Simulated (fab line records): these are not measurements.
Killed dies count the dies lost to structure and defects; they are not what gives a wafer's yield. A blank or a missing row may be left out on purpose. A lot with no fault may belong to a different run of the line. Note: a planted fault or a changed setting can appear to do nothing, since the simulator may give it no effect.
Split-lot study :: flow n5 finfet :: 7 lots, 39 wafers read, on a route of 1938 steps

## SPLIT DETAILS
At N5_DUMMY_GATE_ETCH_37 (etches SOC in N2/H2, target depth 60 nm, overetch 30 nm), the setting source w was moved away from the recipe's 840 W on 6 of the 39 wafers read, by -10.9% to +13.1%. All remaining wafers had this setting at the recipe value.

The split's own step is where the reading is taken.

## THE READING
rf vpp V, in V, at N5_DUMMY_GATE_ETCH_37 (etches SOC in N2/H2, target depth 60 nm, overetch 30 nm). On this fab line, fault-free wafers typically give 523.5 V with a standard deviation of 2.5 V.

wafer: L077.1
tool, chamber at the split: rie diel-01, 1
source w as run, W: 840
against the recipe: recipe
rf vpp V, V: 522.9
against lot-mates on the recipe: -

wafer: L077.2
tool, chamber at the split: rie diel-01, 2
source w as run, W: 840
against the recipe: recipe
rf vpp V, V: 520.9
against lot-mates on the recipe: -

wafer: L077.3
tool, chamber at the split: rie diel-01, 3
source w as run, W: 840
against the recipe: recipe
rf vpp V, V: 520.8
against lot-mates on the recipe: -

wafer: L077.4
tool, chamber at the split: rie diel-01, 0
source w as run, W: 840
against the recipe: recipe
rf vpp V, V: 527.2
against lot-mates on the recipe: -

wafer: L077.5
tool, chamber at the split: rie diel-01, 1
source w as run, W: 840
against the recipe: recipe
rf vpp V, V: 521.4
against lot-mates on the recipe: -

wafer: L077.6
tool, chamber at the split: rie diel-01, 0
source w as run, W: 840
against the recipe: recipe
rf vpp V, V: 526.9
against lot-mates on the recipe: -

wafer: L078.1
tool, chamber at the split: rie diel-06, 2
source w as run, W: 840
against the recipe: recipe
rf vpp V, V: 524.2
against lot-mates on the recipe: -

wafer: L078.2
tool, chamber at the split: rie diel-06, 0
source w as run, W: 840
against the recipe: recipe
rf vpp V, V: 525.8
against lot-mates on the recipe: -

wafer: L078.3
tool, chamber at the split: rie diel-06, 3
source w as run, W: 840
against the recipe: recipe
rf vpp V, V: 523.8
against lot-mates on the recipe: -

wafer: L078.4
tool, chamber at the split: rie diel-06, 1
source w as run, W: 950.4
against the recipe: +13.1%
rf vpp V, V: 508.4
against lot-mates on the recipe: -16.2

wafer: L078.5
tool, chamber at the split: rie diel-06, 3
source w as run, W: 950.4
against the recipe: +13.1%
rf vpp V, V: 502.0
against lot-mates on the recipe: -22.6

wafer: L078.6
tool, chamber at the split: rie diel-06, 2
source w as run, W: 950.4
against the recipe: +13.1%
rf vpp V, V: 503.4
against lot-mates on the recipe: -21.2

wafer: L082.1
tool, chamber at the split: rie diel-06, 0
source w as run, W: 840
against the recipe: recipe
rf vpp V, V: 521.4
against lot-mates on the recipe: -

wafer: L082.2
tool, chamber at the split: rie diel-06, 2
source w as run, W: 840
against the recipe: recipe
rf vpp V, V: 523.3
against lot-mates on the recipe: -

wafer: L082.3
tool, chamber at the split: rie diel-06, 3
source w as run, W: 840
against the recipe: recipe
rf vpp V, V: 523.5
against lot-mates on the recipe: -

wafer: L082.4
tool, chamber at the split: rie diel-06, 1
source w as run, W: 840
against the recipe: recipe
rf vpp V, V: 527.8
against lot-mates on the recipe: -

wafer: L082.5
tool, chamber at the split: rie diel-06, 1
source w as run, W: 840
against the recipe: recipe
rf vpp V, V: 526.7
against lot-mates on the recipe: -

wafer: L082.6
tool, chamber at the split: rie diel-06, 0
source w as run, W: 840
against the recipe: recipe
rf vpp V, V: 523.0
against lot-mates on the recipe: -

wafer: L086.1
tool, chamber at the split: rie diel-06, 3
source w as run, W: 840
against the recipe: recipe
rf vpp V, V: 522.6
against lot-mates on the recipe: -

wafer: L086.2
tool, chamber at the split: rie diel-06, 1
source w as run, W: 840
against the recipe: recipe
rf vpp V, V: 529.2
against lot-mates on the recipe: -

wafer: L086.3
tool, chamber at the split: rie diel-06, 2
source w as run, W: 840
against the recipe: recipe
rf vpp V, V: 523.0
against lot-mates on the recipe: -

wafer: L086.4
tool, chamber at the split: rie diel-06, 1
source w as run, W: 840
against the recipe: recipe
rf vpp V, V: 527.7
against lot-mates on the recipe: -

wafer: L086.5
tool, chamber at the split: rie diel-06, 2
source w as run, W: 840
against the recipe: recipe
rf vpp V, V: 523.5
against lot-mates on the recipe: -

wafer: L086.6
tool, chamber at the split: rie diel-06, 3
source w as run, W: 840
against the recipe: recipe
rf vpp V, V: 522.1
against lot-mates on the recipe: -

wafer: L088.1
tool, chamber at the split: rie diel-01, 1
source w as run, W: 840
against the recipe: recipe
rf vpp V, V: 521.1
against lot-mates on the recipe: -

wafer: L088.2
tool, chamber at the split: rie diel-01, 2
source w as run, W: 840
against the recipe: recipe
rf vpp V, V: 522.1
against lot-mates on the recipe: -

wafer: L088.3
tool, chamber at the split: rie diel-01, 3
source w as run, W: 840
against the recipe: recipe
rf vpp V, V: 520.6
against lot-mates on the recipe: -

wafer: L088.4
tool, chamber at the split: rie diel-01, 0
source w as run, W: 840
against the recipe: recipe
rf vpp V, V: 528.5
against lot-mates on the recipe: -

wafer: L088.5
tool, chamber at the split: rie diel-01, 3
source w as run, W: 840
against the recipe: recipe
rf vpp V, V: 521.1
against lot-mates on the recipe: -

wafer: L088.6
tool, chamber at the split: rie diel-01, 0
source w as run, W: 840
against the recipe: recipe
rf vpp V, V: 528.3
against lot-mates on the recipe: -

wafer: L090.1
tool, chamber at the split: rie diel-01, 2
source w as run, W: 840
against the recipe: recipe
rf vpp V, V: 521.0
against lot-mates on the recipe: -

wafer: L090.2
tool, chamber at the split: rie diel-01, 3
source w as run, W: 748.5
against the recipe: -10.9%
rf vpp V, V: 542.9
against lot-mates on the recipe: +21.5

wafer: L090.3
tool, chamber at the split: rie diel-01, 1
source w as run, W: 840
against the recipe: recipe
rf vpp V, V: 520.8
against lot-mates on the recipe: -

wafer: L090.4
tool, chamber at the split: rie diel-01, 0
source w as run, W: 748.5
against the recipe: -10.9%
rf vpp V, V: 547.0
against lot-mates on the recipe: +25.6

wafer: L090.5
tool, chamber at the split: rie diel-01, 2
source w as run, W: 748.5
against the recipe: -10.9%
rf vpp V, V: 542.3
against lot-mates on the recipe: +20.9

wafer: L090.6
tool, chamber at the split: rie diel-01, 3
source w as run, W: 840
against the recipe: recipe
rf vpp V, V: 522.5
against lot-mates on the recipe: -

wafer: L093.1
tool, chamber at the split: rie diel-06, 3
source w as run, W: 840
against the recipe: recipe
rf vpp V, V: 522.7
against lot-mates on the recipe: -

wafer: L093.4
tool, chamber at the split: rie diel-06, 0
source w as run, W: 840
against the recipe: recipe
rf vpp V, V: 522.1
against lot-mates on the recipe: -

wafer: L093.6
tool, chamber at the split: rie diel-06, 1
source w as run, W: 840
against the recipe: recipe
rf vpp V, V: 527.2
against lot-mates on the recipe: -

FIT RESULTS
A straight line over all 39 wafers: rf vpp V changes by -1.63 V for each +1% of source w; r = -0.94; the points scatter about the line by 2.8 V.
The same after taking each lot's own level away (the mean of its wafers on the recipe; 39 wafers): -1.75 V for each +1%; r = -0.95; scatter 2.8 V.
That fit puts the effect of the largest move of source w on the reading at 23 V.
Measured against the standard deviation above, the lots' own levels, which go from 521.43 to 524.68 V, span 1.3 times it.
The two slopes are in agreement: the lot-to-lot level therefore moves the slope only a little.
Check: for one of the wafers moved furthest among these (+13.1%), held out of the fit, the line's prediction against its lot-mates is -24.3 V. It came out at -16.2 V against them.
Tool readings at the split's step, against how far the setting was moved: rf vpp V r = -0.94.

## FURTHER SPLITS ON THESE WAFERS
Note: prior to the reading, these wafers also went through further splits. Each is held against what the fit with the lots' levels taken away leaves over:
other split on the same wafers: N5_DUMMY_GATE_EXPOSE_12 dose mj
wafers away from the commonest value: 15
r with rf vpp V (lot level and that fit taken away): -0.15

## THE FILE'S OWN FIT
rf vpp V changes by -1.75 V for each +1% of source w, r = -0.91.
